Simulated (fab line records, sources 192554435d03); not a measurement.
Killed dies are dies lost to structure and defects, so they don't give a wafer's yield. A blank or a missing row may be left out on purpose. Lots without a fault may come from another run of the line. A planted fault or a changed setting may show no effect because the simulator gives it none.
fab line records | flow n5_finfet
record lots=6 wafers=16 last_day=16
route steps=1938 shown DUMMY_REMOVAL@384 HKMG_FIN@385 BEOL_M4@1111
lots that met no fault: from a run of the same line without faults
start_h: hours from the record's first day to the start of the lot's first wafer shown | wait_h: hours since the lot's step before | " the same as in the row above | L1.1+2: a row that stands for several wafers | - no value, or no start given | * or withheld: withheld | < > ~ a bound
route shown NAME@n: a module of which the file shows steps, and the number in the route of the first | usual: mean/standard deviation of fault-free wafers | same: alike in all rows | chamber/n: place in a boat | sites: the reading at each site | _std_site: their standard deviation | _edge_site: outer sites' mean less inner sites' | radius_mm: how far each site lies from the wafer's centre | mask NAME#n: copy n | behind: the tool/chamber that last shaped the wafer | hold: why the lot was held/for how many hours/how that ended | device: the transistor (n, p or np) that didn't switch | end of line: the same wafers' tests at the end of the route | a step without rows: its recipe alone | killed: dies lost to structure and defects at the first sort, not the wafer's yield | map: a wafer's dies, x killed, . not, _ none there
set.NAME: the setting as run; set.NAME@STEP: as run at that earlier step | model.NAME: the simulator's own value behind a step, which no gauge read
lots at some steps of the route; a table a step, a row a wafer
## steps
# step N5_DUMMY_REMOVAL_SRD_05
# recipe dry=ipa_marangoni do_ppb=5 time_s=30 temp_c=23 rinse_liquid=diw
# step N5_HKMG_FIN_IL_REGROW_00
# recipe material=SiO2 target_thk_a=7.5 chemistry=O3 temp_c=withheld time_s=30
# step N5_HKMG_FIN_HK_ALD_01
# recipe material=HfO2 target_thk_a=16 temp_c=withheld ald_precursor_family=HfCl4 ald_co_reactant=H2O pulse_time_s=3 purge_time_s=3 co_reactant_purge_time_s=2.5 co_reactant_pulse_time_s=0.3 ald_cycles=30
# usual precursor_pulse_height_rel=1.001/0.019
# columns lot.wafer tool chamber start_h wait_h precursor_pulse_height_rel
L905.1 ald_hk-03 2 81.42 0.1 0.998
L905.2 " 1 " " 1.012
L905.6 " 2 " " 0.984
L908.3 ald_hk-01 1 101.21 0.0 1.030
L908.4 " 2 " " 1.022
L908.6 " 3 " " 1.039
L914.1 ald_hk-02 1 140.99 0.0 0.983
L914.5 " 2 " " 1.027
L916.2 ald_hk-01 0 155.10 0.0 1.012
L916.3 " 3 " " 0.977
L920.1 ald_hk-01 1 174.12 0.0 1.051
L920.3 " 0 " " 1.002
L920.4 " 2 " " 0.962
L921.1 ald_hk-02 2 178.69 0.0 0.957
L921.3 " 1 " " 1.012
L921.6 " 1 " " 0.994
# step N5_HKMG_FIN_HK_ANNEAL_02
# recipe temp_c=700 time_s=30 ambient=N2 idle_temp_c=600 ramp_up_c_per_s=150 ramp_down_c_per_s=60 cool_to_c=600
# usual lamp_power_pct=8.80/0.056 lamp_zone_3_pct=8.797/0.012 wafer_temp_C_max=702.8/0.65
# columns lot.wafer tool chamber start_h wait_h lamp_power_pct lamp_zone_3_pct wafer_temp_C_max
L905.1 rtp_anneal-02 0 81.76 0.2 8.77 8.798 702.0
L905.2 " 0 " " 8.70 8.784 704.0
L905.6 " 0 " " 8.74 8.788 703.4
L908.3 rtp_anneal-01 0 101.49 0.2 8.80 8.798 702.9
L908.4 " 0 " " 8.85 8.804 701.8
L908.6 " 0 " " 8.82 8.807 702.9
L914.1 rtp_anneal-02 0 141.17 0.1 8.83 8.805 704.3
L914.5 " 0 " " 8.74 8.795 703.1
L916.2 rtp_anneal-01 0 155.32 0.1 8.73 8.785 702.7
L916.3 " 0 " " 8.79 8.804 703.0
L920.1 rtp_anneal-01 0 174.49 0.3 8.76 8.789 702.8
L920.3 " 0 " " 8.81 8.794 702.8
L920.4 " 0 " " 8.90 8.789 701.9
L921.1 rtp_anneal-02 0 178.88 0.1 8.75 8.789 702.1
L921.3 " 0 " " 8.73 8.781 702.6
L921.6 " 0 " " 8.80 8.798 703.2
# step N5_HKMG_FIN_ALD_74
# recipe material=La2O3 target_thk_a=5 temp_c=250 ald_precursor_family=La-Cp ald_co_reactant=O3 pulse_time_s=6 co_reactant_pulse_time_s=1 purge_time_s=3 co_reactant_purge_time_s=3
# usual heater_power_w=342/31 precursor_pulse_height_rel=0.999/0.021
# columns lot.wafer tool chamber start_h wait_h heater_power_w precursor_pulse_height_rel
L905.1 ald_hk-02 1 81.98 0.2 419 0.977
L905.2 " 0 " " 330 1.000
L905.6 " 0 " " 323 1.053
L908.3 ald_hk-03 3 101.65 0.1 369 1.001
L908.4 " 2 " " 304 1.015
L908.6 " 0 " " 337 1.024
L914.1 ald_hk-03 3 141.39 0.2 375 0.978
L914.5 " 1 " " 335 1.024
L916.2 ald_hk-02 1 155.50 0.2 421 1.054
L916.3 " 2 " " 332 1.010
L920.1 ald_hk-03 0 174.70 0.2 342 1.004
L920.3 " 3 " " 363 0.980
L920.4 " 1 " " 341 0.984
L921.1 ald_hk-03 2 179.11 0.2 318 0.976
L921.3 " 1 " " 335 1.014
L921.6 " 3 " " 366 1.012
# step N5_HKMG_FIN_ALD_75
# recipe material=Al2O3 target_thk_a=10 temp_c=150 ald_precursor_family=TMA ald_co_reactant=H2O pulse_time_s=withheld co_reactant_pulse_time_s=1
# usual heater_power_w=147/14 precursor_pulse_height_rel=0.998/0.021
# columns lot.wafer tool chamber start_h wait_h heater_power_w precursor_pulse_height_rel
L905.1 ald_hk-02 1 82.13 0.1 179 0.975
L905.2 " 0 " " 139 1.025
L905.6 " 0 " " 143 1.022
L908.3 ald_hk-03 3 101.80 0.1 160 0.948
L908.4 " 2 " " 132 0.993
L908.6 " 0 " " 147 0.992
L914.1 ald_hk-03 3 141.54 0.1 159 0.980
L914.5 " 1 " " 143 1.029
L916.2 ald_hk-02 1 155.58 0.0 178 1.016
L916.3 " 2 " " 141 0.984
L920.1 ald_hk-03 0 174.78 0.0 145 1.044
L920.3 " 3 " " 163 0.972
L920.4 " 1 " " 145 0.980
L921.1 ald_hk-03 2 179.18 0.0 136 0.983
L921.3 " 1 " " 144 0.976
L921.6 " 3 " " 161 1.014
# step N5_HKMG_FIN_COAT_41
# recipe resist=SOC temp_c=250 time_s=60 spin_rpm=1500 resist_thk_nm=300
# step N5_HKMG_FIN_COAT_42
# recipe resist=SiARC temp_c=220 time_s=60 spin_rpm=1500 resist_thk_nm=35
# step N5_HKMG_FIN_COAT_43
# recipe resist=CAR-ArF spin_rpm=1500 resist_thk_nm=90
# step N5_HKMG_FIN_EBR_45
# recipe solvent=PGMEA ebr_width_mm=1.5
# step N5_HKMG_FIN_SOFTBAKE_44
# recipe temp_c=110 time_s=60 resist=CAR-ArF
# step N5_HKMG_FIN_EXPOSE_46
# recipe mask_id=NDIPOLE na=1.35 source_shape=conventional sigma_outer=0.8 polarization=unpolarized dose_mj=40
# step N5_HKMG_FIN_PEB_47
# recipe peb_temp_c=withheld peb_time_s=60 resist=CAR-ArF
# columns lot.wafer tool chamber start_h wait_h
L905.1+2+6 litho_track-03 0 82.60 0.1
L908.3+4+6 litho_track-05 0 102.15 0.0
L914.1+5 litho_track-03 0 141.90 0.1
L916.2+3 litho_track-03 0 155.85 0.0
L920.1+3+4 litho_track-05 0 175.18 0.1
L921.1+3+6 litho_track-05 0 179.58 0.1
# step N5_HKMG_FIN_DEVELOP_48
# recipe develop_time_s=30 developer=TMAH resist=CAR-ArF rinse_liquid=diw dry=air_spin dev_temp_c=23
# step N5_HKMG_FIN_CD_MEAS_49
# recipe target_cd_nm=202 landing_energy_ev=500 detector=se_inlens polarity=opening
# usual cd_nm=202.3/0.8
# columns lot.wafer tool chamber start_h wait_h cd_nm
L905.1 cd_sem-01 0 82.67 - 202.3
L905.2 " 0 " " 202.1
L905.6 " 0 " " 201.7
L908.3 cd_sem-02 0 102.22 - 202.2
L908.4 " 0 " " 201.4
L908.6 " 0 " " 202.8
L914.1 cd_sem-03 0 141.97 - 202.7
L914.5 " 0 " " 207.0
L916.2 cd_sem-03 0 155.92 - 207.2
L916.3 " 0 " " 202.2
L920.1 cd_sem-02 0 175.25 - 202.0
L920.3 " 0 " " 202.2
L920.4 " 0 " " 201.6
L921.1 cd_sem-02 0 179.65 - 201.4
L921.3 " 0 " " 203.0
L921.6 " 0 " " 202.3
# step N5_HKMG_FIN_OVL_MEAS_50
# recipe points_per_wafer=44
# usual NDIPOLE_OVL=0.0/0.67
# columns lot.wafer tool chamber start_h wait_h NDIPOLE_OVL[nm]
L905.1 overlay-02 0 82.70 0.0 0.0
L905.2 " 0 " " -0.2
L905.6 " 0 " " -0.5
L908.3 overlay-02 0 102.25 0.0 0.5
L908.4 " 0 " " 0.8
L908.6 " 0 " " 1.0
L914.1 overlay-01 0 142.00 0.0 -0.4
L914.5 " 0 " " -0.4
L916.2 overlay-01 0 155.95 0.0 -0.3
L916.3 " 0 " " 1.0
L920.1 overlay-01 0 175.28 0.0 0.2
L920.3 " 0 " " 0.9
L920.4 " 0 " " 0.0
L921.1 overlay-01 0 179.68 0.0 -1.5
L921.3 " 0 " " -0.1
L921.6 " 0 " " -0.3
# step N5_BEOL_M4_RC_MEAS_101
# usual DIBL_N=36.9/2.1 DIBL_P=37.1/2.5 IOFF_N=0.17/0.039 IOFF_P=0.23/0.043 ION_N=673/15 ION_P=462/9.1 SS_N=71.8/0.69 SS_P=73.6/0.74 VT_N=250/3.6 VT_P=-249.7/2.9
# columns lot.wafer tool chamber start_h wait_h DIBL_N[mV/V] DIBL_P[mV/V] IOFF_N[nA/um] IOFF_P[nA/um] ION_N[uA/um] ION_P[uA/um] SS_N[mV/dec] SS_P[mV/dec] VT_N[mV] VT_P[mV]
L905.1 prober-02 0 180.91 0.0 36.0 36.5 0.17 0.22 672 467 72.1 72.5 250 -250.1
L905.2 " 0 " " 34.6 35.6 0.14 0.20 663 459 71.0 72.8 253 -251.5
L905.6 " 0 " " 36.7 38.2 0.17 0.23 665 460 72.5 73.6 250 -249.4
L908.3 prober-01 0 196.06 0.3 38.3 36.5 0.16 0.22 658 450 72.4 74.1 251 -251.2
L908.4 " 0 " " 37.4 36.7 0.14 0.22 657 462 71.4 73.4 253 -248.2
L908.6 " 0 " " 36.7 35.7 0.13 0.21 648 461 71.1 72.9 252 -249.5
L914.1 prober-01 0 241.76 0.0 37.3 37.2 0.17 0.24 664 458 72.1 73.9 249 -249.1
L914.5 " 0 " " 34.3 33.6 0.13 0.18 650 452 71.6 73.0 256 -253.1
L916.2 prober-01 0 251.01 0.2 37.1 36.0 0.14 0.19 666 459 71.9 73.2 257 -253.7
L916.3 " 0 " " 38.0 38.7 0.16 0.25 665 465 72.0 74.2 252 -249.0
L920.1 prober-01 0 267.24 0.0 38.3 39.8 0.20 0.27 673 466 71.8 73.5 248 -246.5
L920.3 " 0 " " 33.0 33.7 0.12 0.17 668 461 70.6 72.0 254 -255.0
L920.4 " 0 " " 34.1 33.8 0.13 0.17 647 449 70.8 72.3 252 -254.0
L921.1 prober-01 0 279.40 0.0 34.8 34.5 0.13 0.16 670 456 71.0 72.6 255 -254.5
L921.3 " 0 " " 34.7 35.2 0.12 0.17 648 450 71.9 73.1 256 -254.4
L921.6 " 0 " " 35.3 34.9 0.13 0.16 640 442 71.6 72.8 256 -255.4
## key
first_sign step=N5_HKMG_FIN_CD_MEAS_49 reading=cd_nm direction=up sigmas=6.1 usual=202.3 struck=207.1
effect none on later readings
met_at N5_HKMG_FIN_PEB_47
struck_wafers L914.5,L916.2
onset_between 82.60 141.90
fault kind=process_parameter_drift tool=litho_track-03 chamber=- onset_h=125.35 steps=N5_HKMG_FIN_PEB_47 channel=peb_time_s offset=* shape=step end_h=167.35 scope=struck_wafers_only acts_in=* stated=*
